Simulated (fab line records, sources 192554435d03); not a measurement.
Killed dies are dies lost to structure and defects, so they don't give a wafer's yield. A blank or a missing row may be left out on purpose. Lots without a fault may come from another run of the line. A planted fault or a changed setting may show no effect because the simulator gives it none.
fab line records | flow n5_finfet
record lots=9 wafers=27 last_day=17
route steps=1938 shown BEOL_M0_SAQP@654 BEOL_M4@1111
lots that met no fault: from a run of the same line without faults
start_h: hours from the record's first day to the start of the lot's first wafer shown | wait_h: hours since the lot's step before | " the same as in the row above | L1.1+2: a row that stands for several wafers | - no value, or no start given | * or withheld: withheld | < > ~ a bound
route shown NAME@n: a module of which the file shows steps, and the number in the route of the first | usual: mean/standard deviation of fault-free wafers | same: alike in all rows | chamber/n: place in a boat | sites: the reading at each site | _std_site: their standard deviation | _edge_site: outer sites' mean less inner sites' | radius_mm: how far each site lies from the wafer's centre | mask NAME#n: copy n | behind: the tool/chamber that last shaped the wafer | hold: why the lot was held/for how many hours/how that ended | device: the transistor (n, p or np) that didn't switch | end of line: the same wafers' tests at the end of the route | a step without rows: its recipe alone | killed: dies lost to structure and defects at the first sort, not the wafer's yield | map: a wafer's dies, x killed, . not, _ none there
set.NAME: the setting as run; set.NAME@STEP: as run at that earlier step | model.NAME: the simulator's own value behind a step, which no gauge read
steps of the route over a sample of lots; a table a step, a row a wafer
services: from which hour (start_h, from the record's first day; less than 0 if before it) a tool's chamber was out of use, for how many hours, and why
## steps
# step N5_BEOL_M0_SAQP_ETCH_84
# recipe chemistry=N2/H2 target=SOC target_depth_a=1000 overetch_a=200 mask_material=SiARC temp_c=40 time_s=150 ion_energy_ev=200 pressure_mtorr=30 source_w=840 bias_w=150 n2_flow_sccm=200 h2_flow_sccm=200
# usual drypump_motor_current_A=5.82/0.27 n2_flow_sccm=199.9/0.61 oes_product_au=0.70/0.071 rf_vpp_V=524.3/2.4 showerhead_plenum_p_Torr=2.56/0.081 throttle_valve_pct=17.9/0.3
# columns lot.wafer tool chamber start_h wait_h drypump_motor_current_A n2_flow_sccm oes_product_au rf_hours_counter_h rf_vpp_V showerhead_plenum_p_Torr throttle_valve_pct
L889.3 rie_diel-02 2 115.79 0.0 5.31 199.7 0.70 122 522.2 2.46 17.7
L889.4 " 3 " " 5.63 199.6 0.63 220 525.1 2.61 18.0
L889.5 " 1 " " 5.89 200.3 0.65 - 523.4 2.52 18.1
L890.2 rie_diel-04 1 124.32 0.0 6.26 199.9 0.88 3 528.3 2.71 17.9
L890.4 " 2 " " 5.79 200.7 0.83 16 522.5 2.50 17.1
L890.5 " 1 " " 6.26 201.1 0.87 - 529.4 2.71 17.9
L893.2 rie_diel-06 2 139.64 0.0 5.78 199.7 0.66 169 525.6 2.65 18.0
L893.3 " 0 " " 5.81 199.7 0.63 219 526.5 2.61 18.1
L893.6 " 3 " " 6.15 199.1 0.74 - 521.3 2.46 17.9
L898.2 rie_diel-06 2 175.40 0.0 5.77 200.3 0.66 179 527.7 2.64 18.0
L898.5 " 3 " " 6.16 199.5 0.73 - 521.0 2.46 17.9
L898.6 " 0 " " 5.84 200.2 0.61 - 524.3 2.61 18.1
L899.3 rie_diel-04 2 184.04 0.0 5.80 200.0 0.80 30 522.3 2.49 17.2
L899.4 " 0 " " 5.83 199.5 0.69 152 526.6 2.65 18.2
L899.6 " 3 " " 5.47 199.6 0.65 - 522.2 2.52 18.2
L901.2 rie_diel-02 0 195.76 0.0 6.12 200.3 0.68 164 524.4 2.54 18.1
L901.3 " 2 " " 5.32 201.4 0.68 147 521.4 2.45 17.7
L901.6 " 2 " " 5.31 199.7 0.69 - 521.7 2.45 17.7
L902.4 rie_diel-04 2 197.69 0.0 5.79 199.9 0.79 34 521.8 2.49 17.2
L902.5 " 2 " " 5.82 200.2 0.79 - 522.7 2.49 17.2
L902.6 " 1 " " 6.25 200.9 0.81 - 528.7 2.70 17.9
L909.2 rie_diel-04 1 235.23 0.0 6.27 199.5 0.80 34 526.9 2.70 17.9
L909.3 " 3 " " 5.47 198.5 0.64 228 522.6 2.51 18.2
L909.5 " 0 " " 5.80 200.2 0.67 - 527.3 2.65 18.2
L910.2 rie_diel-04 1 244.37 0.0 6.26 199.0 0.80 37 527.7 2.70 17.9
L910.5 " 3 " " 5.50 199.8 0.64 - 523.0 2.51 18.2
L910.6 " 0 " " 5.87 200.6 0.68 - 526.7 2.65 18.2
# step N5_BEOL_M0_SAQP_ETCH_107
# recipe chemistry=CH3F/O2 target=SiNx target_depth_a=300 mask_material=SOC pressure_mtorr=30 source_w=395 bias_w=73 Ar_flow_sccm=150 CH3F_flow_sccm=30 O2_flow_sccm=20 ion_energy_ev=120
# usual O2_flow_sccm=20.00/0.056 drypump_motor_current_A=5.83/0.26 oes_product_au=0.76/0.076 rf_vpp_V=298.8/2.5 showerhead_plenum_p_Torr=2.02/0.059 throttle_valve_pct=16.49/0.26
# columns lot.wafer tool chamber start_h wait_h O2_flow_sccm drypump_motor_current_A oes_product_au rf_hours_counter_h rf_vpp_V showerhead_plenum_p_Torr throttle_valve_pct
L889.3 rie_diel-04 3 118.17 0.0 20.03 5.46 0.74 195 294.8 1.99 16.58
L889.4 " 2 " " 19.99 5.81 0.94 14 300.1 1.96 15.68
L889.5 " 2 " " 19.86 5.80 0.94 - 299.7 1.96 15.69
L890.2 rie_diel-04 0 126.62 0.0 20.06 5.83 0.79 135 297.8 2.08 16.63
L890.4 " 3 " " 19.92 5.45 0.74 198 295.3 1.99 16.58
L890.5 " 3 " " 19.95 5.46 0.73 - 294.8 1.99 16.59
L893.2 rie_diel-02 2 142.08 0.0 19.89 5.28 0.78 131 294.0 1.93 16.17
L893.3 " 0 " " 20.01 6.07 0.76 148 298.6 2.01 16.59
L893.6 " 3 " " 20.02 5.60 0.68 - 295.8 2.05 16.56
L898.2 rie_diel-06 2 177.64 0.0 20.00 5.76 0.74 180 301.5 2.08 16.53
L898.5 " 2 " " 20.02 5.77 0.74 - 301.8 2.08 16.53
L898.6 " 1 " " 20.11 5.95 0.71 - 302.8 2.05 16.46
L899.3 rie_diel-06 3 186.39 0.0 19.98 6.13 0.80 84 299.2 1.94 16.45
L899.4 " 1 " " 20.03 5.94 0.70 243 303.2 2.05 16.46
L899.6 " 2 " " 20.04 5.78 0.73 - 300.9 2.08 16.54
L901.2 rie_diel-06 2 198.02 0.0 19.95 5.77 0.73 185 300.9 2.07 16.53
L901.3 " 1 " " 20.05 5.97 0.70 245 304.6 2.05 16.45
L901.6 " 3 " " 19.98 6.16 0.80 - 299.8 1.94 16.43
L902.4 rie_diel-02 3 200.44 0.0 19.92 5.59 0.68 244 295.4 2.05 16.58
L902.5 " 1 " " 19.87 5.90 0.71 - 298.4 1.98 16.72
L902.6 " 2 " " 19.98 5.29 0.76 - 295.4 1.92 16.22
L909.2 rie_diel-06 2 237.48 0.0 20.00 5.75 0.72 198 301.2 2.07 16.55
L909.3 " 3 " " 19.99 6.15 0.80 100 300.0 1.93 16.48
L909.5 " 2 " " 20.01 5.74 0.73 - 299.8 2.07 16.56
L910.2 rie_diel-04 1 246.96 0.0 20.08 6.23 0.92 37 298.9 2.12 16.42
L910.5 " 3 " " 20.05 5.44 0.71 - 295.0 1.98 16.64
L910.6 " 0 " " 20.06 5.84 0.75 - 297.2 2.07 16.71
# step N5_BEOL_M0_SAQP_COAT_87
# recipe resist=underlayer temp_c=205 time_s=60 spin_rpm=1500 resist_thk_nm=5
# usual heater_power_total_W=391.8/1.3 plate_temp_C=205.01/0.16
# columns lot.wafer tool chamber start_h wait_h heater_power_total_W plate_temp_C
L889.3 litho_track-01 0 119.21 - 391.2 204.78
L889.4 " 0 " " 391.1 204.87
L889.5 " 0 " " 391.8 204.76
L890.2 litho_track-03 0 127.77 - 394.0 205.24
L890.4 " 0 " " 392.8 205.30
L890.5 " 0 " " 392.9 205.22
L893.2 litho_track-03 0 144.10 - 393.1 204.99
L893.3 " 0 " " 391.4 204.71
L893.6 " 0 " " 391.2 204.96
L898.2 litho_track-03 0 179.08 - 393.3 205.11
L898.5 " 0 " " 392.3 205.01
L898.6 " 0 " " 392.8 204.93
L899.3 litho_track-03 0 188.65 - 389.7 205.00
L899.4 " 0 " " 391.6 205.02
L899.6 " 0 " " 392.6 204.98
L901.2 litho_track-03 0 199.19 - 405.7 212.13
L901.3 " 0 " " 408.0 211.86
L901.6 " 0 " " 411.1 212.04
L902.4 litho_track-03 0 201.48 - 410.9 212.14
L902.5 " 0 " " 409.3 211.98
L902.6 " 0 " " 408.3 211.99
L909.2 litho_track-01 0 238.61 - 393.7 204.90
L909.3 " 0 " " 394.0 205.06
L909.5 " 0 " " 392.6 204.90
L910.2 litho_track-05 0 248.04 - 392.5 204.77
L910.5 " 0 " " 393.9 204.83
L910.6 " 0 " " 392.4 204.64
# step N5_BEOL_M0_SAQP_DESCUM_45
# recipe chemistry=O2 time_s=7 source_power_w=50 bias_power_w=20 pressure_mtorr=20 rf_frequency_hz=2.712e+07 temp_c=40 resist=CAR-EUV o2_flow_sccm=225
# usual drypump_motor_current_A=5.82/0.26 oes_product_au=0.77/0.086 rf_vpp_V=243.5/1.3 showerhead_plenum_p_Torr=2.11/0.064 throttle_valve_pct=20.56/0.25
# columns lot.wafer tool chamber start_h wait_h drypump_motor_current_A oes_product_au rf_hours_counter_h rf_vpp_V showerhead_plenum_p_Torr throttle_valve_pct
L889.3 rie_diel-04 3 119.72 0.0 5.46 0.74 195 243.5 2.08 20.68
L889.4 " 0 " " 5.85 0.79 132 243.7 2.19 20.75
L889.5 " 0 " " 5.84 0.79 - 243.7 2.19 20.75
L890.2 rie_diel-06 3 128.28 0.0 6.14 0.83 67 240.8 2.04 20.54
L890.4 " 0 " " 5.83 0.70 215 243.0 2.16 20.79
L890.5 " 3 " " 6.15 0.83 - 243.5 2.04 20.53
L893.2 rie_diel-02 3 144.61 0.0 5.64 0.69 230 244.5 2.15 20.61
L893.3 " 1 " " 5.89 0.71 197 242.5 2.07 20.73
L893.6 " 2 " " 5.29 0.78 - 241.8 2.03 20.29
L898.2 rie_diel-06 3 179.47 0.0 6.16 0.80 82 243.4 2.03 20.58
L898.5 " 2 " " 5.77 0.73 - 244.1 2.16 20.51
L898.6 " 1 " " 5.96 0.70 - 245.0 2.16 20.55
L899.3 rie_diel-04 3 189.33 0.3 5.46 0.72 214 242.7 2.07 20.69
L899.4 " 1 " " 6.25 0.94 22 245.0 2.23 20.56
L899.6 " 3 " " 5.46 0.73 - 242.5 2.08 20.71
L901.2 rie_diel-02 3 199.76 0.2 5.58 0.67 244 243.5 2.15 20.63
L901.3 " 1 " " 5.90 0.70 214 243.6 2.07 20.76
L901.6 " 2 " " 5.34 0.77 - 242.4 2.02 20.34
L902.4 rie_diel-04 1 201.99 0.0 6.24 0.93 26 244.1 2.23 20.55
L902.5 " 0 " " 5.83 0.76 - 245.5 2.18 20.78
L902.6 " 3 " " 5.48 0.71 - 242.2 2.07 20.69
L909.2 rie_diel-04 3 239.12 0.0 5.47 0.70 229 242.3 2.07 20.72
L909.3 " 0 " " 5.85 0.75 168 243.9 2.17 20.79
L909.5 " 2 " " 5.82 0.87 - 240.7 2.04 19.82
L910.2 rie_diel-02 3 248.43 0.0 5.60 1.01 1 245.0 2.14 20.25
L910.5 " 0 " " 6.06 0.73 - 242.9 2.09 20.71
L910.6 " 3 " " 5.60 1.00 - 244.9 2.14 20.25
# step N5_BEOL_M4_RC_MEAS_101
# usual DIBL_N=36.3/1.4 DIBL_P=35.7/1.5 IOFF_N=0.155/0.022 IOFF_P=0.204/0.027 ION_N=671/9 ION_P=459/6.2 SS_N=71.5/0.54 SS_P=73.1/0.56 VT_N=250.2/2.6 VT_P=-251/3.3
# columns lot.wafer tool chamber start_h wait_h DIBL_N[mV/V] DIBL_P[mV/V] IOFF_N[nA/um] IOFF_P[nA/um] ION_N[uA/um] ION_P[uA/um] SS_N[mV/dec] SS_P[mV/dec] VT_N[mV] VT_P[mV]
L889.3 prober-02 0 183.83 0.3 37.2 36.6 0.163 0.231 675 466 71.6 73.9 247.0 -247
L889.4 " 0 " " 35.4 34.2 0.129 0.187 664 461 70.4 73.0 253.1 -248
L889.5 " 0 " " 34.5 32.8 0.117 0.180 659 458 70.5 72.1 252.6 -250
L890.2 prober-01 0 186.80 0.2 35.3 35.6 0.162 0.216 677 466 71.7 73.3 247.9 -248
L890.4 " 0 " " 35.4 35.4 0.156 0.221 663 462 71.7 73.4 249.2 -249
L890.5 " 0 " " 34.2 33.7 0.144 0.187 671 457 70.8 72.3 250.9 -251
L893.2 prober-01 0 192.17 0.6 37.8 37.2 0.193 0.243 674 465 71.1 74.0 246.9 -246
L893.3 " 0 " " 35.7 35.6 0.148 0.210 670 464 70.6 73.3 250.1 -248
L893.6 " 0 " " 36.8 37.0 0.185 0.239 691 470 71.4 73.5 247.2 -246
L898.2 prober-01 0 238.25 0.2 37.1 37.5 0.163 0.199 676 461 72.0 73.3 248.6 -251
L898.5 " 0 " " 36.2 36.3 0.154 0.191 679 459 71.6 73.1 250.6 -253
L898.6 " 0 " " 36.8 37.2 0.159 0.209 664 455 71.5 73.6 250.3 -253
L899.3 prober-01 0 240.33 0.3 38.0 37.9 0.180 0.227 677 463 71.9 73.6 247.7 -250
L899.4 " 0 " " 35.7 35.1 0.140 0.175 677 456 71.7 73.2 252.3 -255
L899.6 " 0 " " 35.8 35.1 0.141 0.172 655 449 71.4 72.9 253.1 -254
L901.2 prober-01 0 247.77 0.2 35.8 33.7 0.151 0.171 668 451 72.0 73.8 252.2 -260
L901.3 " 0 " " 36.0 34.3 0.158 0.180 682 462 70.8 73.5 250.4 -255
L901.6 " 0 " " 36.3 33.9 0.159 0.179 673 457 71.1 74.0 250.6 -255
L902.4 prober-01 0 253.56 0.5 36.8 34.0 0.151 0.169 666 454 71.4 72.9 248.8 -257
L902.5 " 0 " " 36.0 33.6 0.138 0.161 667 451 71.5 72.5 253.7 -254
L902.6 " 0 " " 35.6 33.8 0.136 0.166 671 457 71.4 73.1 252.2 -256
L909.2 prober-02 0 294.24 0.2 37.1 36.6 0.183 0.232 679 465 71.5 72.9 246.5 -248
L909.3 " 0 " " 36.2 35.7 0.157 0.210 667 458 71.2 72.2 250.3 -249
L909.5 " 0 " " 37.1 37.5 0.176 0.248 677 468 71.0 73.3 246.7 -245
L910.2 prober-01 0 302.79 0.2 33.6 33.7 0.105 0.161 653 456 71.3 72.2 254.8 -251
L910.5 " 0 " " 36.1 36.6 0.139 0.207 663 461 71.6 73.2 251.6 -251
L910.6 " 0 " " 33.8 33.5 0.106 0.159 644 452 70.9 72.9 255.0 -254
## services
# columns tool chamber start_h hours kind
rie_diel-04 1 100.17 - clean
rie_diel-04 1 100.17 - consumable_replace:focus_ring
rie_diel-04 1 100.17 - consumable_replace:showerhead
rie_diel-04 1 100.17 13.7 scheduled_down
rie_diel-04 1 100.17 13.7 vent_cycle
litho_track-01 - 132.63 - consumable_replace:filter
rie_diel-06 1 133.57 9.6 repair
rie_diel-04 3 137.47 4.1 repair
rie_diel-04 2 146.42 8.2 repair
litho_track-01 - 161.64 - consumable_replace:filter
rie_diel-04 - 173.81 2.7 repair
rie_diel-02 3 220.00 - clean
rie_diel-02 3 220.00 - consumable_replace:focus_ring
rie_diel-02 3 220.00 18.5 scheduled_down
rie_diel-02 3 220.00 18.5 vent_cycle
rie_diel-06 1 227.30 - clean
rie_diel-06 1 227.30 - consumable_replace:focus_ring
rie_diel-06 1 227.30 12.9 scheduled_down
rie_diel-06 1 227.30 12.9 vent_cycle
rie_diel-02 3 240.04 7.0 repair
rie_diel-06 0 240.32 - clean
rie_diel-06 0 240.32 - consumable_replace:focus_ring
rie_diel-06 0 240.32 11.9 scheduled_down
rie_diel-06 0 240.32 11.9 vent_cycle
## key
first_sign step=N5_BEOL_M0_SAQP_COAT_87 reading=plate_temp_C direction=up sigmas=45 usual=* struck=*
effect step=N5_BEOL_M0_SAQP_COAT_87 reading=heater_power_total_W direction=up sigmas=13 usual=* struck=*
met_at N5_BEOL_M0_SAQP_COAT_87
struck_lots L901,L902
not_acting_at N5_BEOL_M0_SAQP_ETCH_84,N5_BEOL_M0_SAQP_ETCH_107,N5_BEOL_M0_SAQP_DESCUM_45
onset_between 188.65 199.19
fault kind=process_parameter_drift tool=litho_track-03 chamber=- onset_h=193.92 steps=N5_BEOL_M0_SAQP_COAT_87 channel=temp_c offset=* shape=step end_h=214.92 acts_in=* stated=*
